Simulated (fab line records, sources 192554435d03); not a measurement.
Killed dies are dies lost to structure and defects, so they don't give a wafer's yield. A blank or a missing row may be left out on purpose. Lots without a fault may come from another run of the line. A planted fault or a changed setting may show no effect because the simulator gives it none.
Chamber matching | flow n5_finfet | N5_BEOL_M11_ILD_DEP_00 on pecvd-03: 3 sister chambers
The step deposits SiCOH lowk from DEMS/porogen, target thk 308.51 nm, time 58 s. 20 wafers are shown with their chamber, then 10 later ones without.

WAFERS WITH THEIR CHAMBER
wafer  | chamber | throttle_valve_pct (%) | heater_power_w (W) | showerhead_plenum_p_Torr (Torr)
L074.2 | 2       | 12.8                   | 346                | 5.738
L074.4 | 1       | 13.7                   | 295                | 5.755
L074.5 | 2       | 12.8                   | 267                | 5.755
L078.2 | 0       | 13.4                   | 302                | 5.742
L078.3 | 2       | 12.7                   | 308                | 5.736
L078.5 | 1       | 13.3                   | 366                | 5.729
L080.2 | 0       | 13.4                   | 262                | 5.758
L080.3 | 1       | 13.7                   | 355                | 5.744
L080.6 | 2       | 12.9                   | 309                | 5.751
L082.1 | 1       | 13.5                   | 336                | 5.742
L082.2 | 0       | 13.3                   | 291                | 5.739
L082.4 | 0       | 13.1                   | 308                | 5.735
L084.1 | 2       | 12.6                   | 311                | 5.749
L084.5 | 1       | 13.4                   | 297                | 5.730
L084.6 | 0       | 13.7                   | 286                | 5.720
L087.2 | 1       | 13.3                   | 360                | 5.729
L087.5 | 0       | 13.3                   | 326                | 5.736
L087.6 | 1       | 13.4                   | 365                | 5.720
L090.3 | 0       | 13.5                   | 263                | 5.741
L090.4 | 2       | 12.8                   | 299                | 5.742

SIGNATURES (means of the wafers above)
reading                  | chamber 0 | chamber 1 | chamber 2 | scatter within a chamber
throttle_valve_pct       | 13.386    | 13.471    | 12.767    | 0.16
heater_power_w           | 291.14    | 339.14    | 306.67    | 26.9
showerhead_plenum_p_Torr | 5.73871   | 5.73557   | 5.74517   | 0.0106
Rule: a wafer's distance from a chamber is the root of the sum, over the readings, of the square of ((its reading less the chamber's mean) divided by the reading's scatter). The wafer belongs to the nearest chamber; if the next one is less than 2 further off, it can't be placed. The scatter: the root of (the sum of the squares of (reading less its chamber's mean) over the shown wafers, divided by (wafers less chambers)).

WAFERS WITHOUT THEIR CHAMBER
wafer  | throttle_valve_pct (%) | heater_power_w (W) | showerhead_plenum_p_Torr (Torr)
L090.6 | 13.7                   | 326                | 5.746
L093.1 | 12.9                   | 286                | 5.758
L093.3 | 13.6                   | 314                | 5.736
L093.4 | 13.5                   | 357                | 5.738
L095.2 | 13.5                   | 331                | 5.751
L095.3 | 12.9                   | 330                | 5.757
L095.5 | 13.0                   | 333                | 5.739
L094.1 | 13.6                   | 323                | 5.739
L094.5 | 13.0                   | 293                | 5.750
L094.6 | 13.6                   | 327                | 5.746

WHICH CHAMBER EACH WENT THROUGH
wafer  | from the rows above          | in truth
L090.6 | can't be placed: 1 or 0      | 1
L093.1 | can't be placed: 2 or 0      | 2
L093.3 | can't be placed: 1 or 0      | 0
L093.4 | can't be placed: 1 or 0      | 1
L095.2 | can't be placed: 1 or 0      | 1
L095.3 | 2                            | 2
L095.5 | can't be placed: 2 or 0 or 1 | 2
L094.1 | can't be placed: 1 or 0      | 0
L094.5 | can't be placed: 2 or 0      | 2
L094.6 | can't be placed: 1 or 0      | 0
Placed correctly: 1 of 10. Can't be placed from these rows: 9 (the true chamber is among the candidates in 9). Placed wrongly: 0.
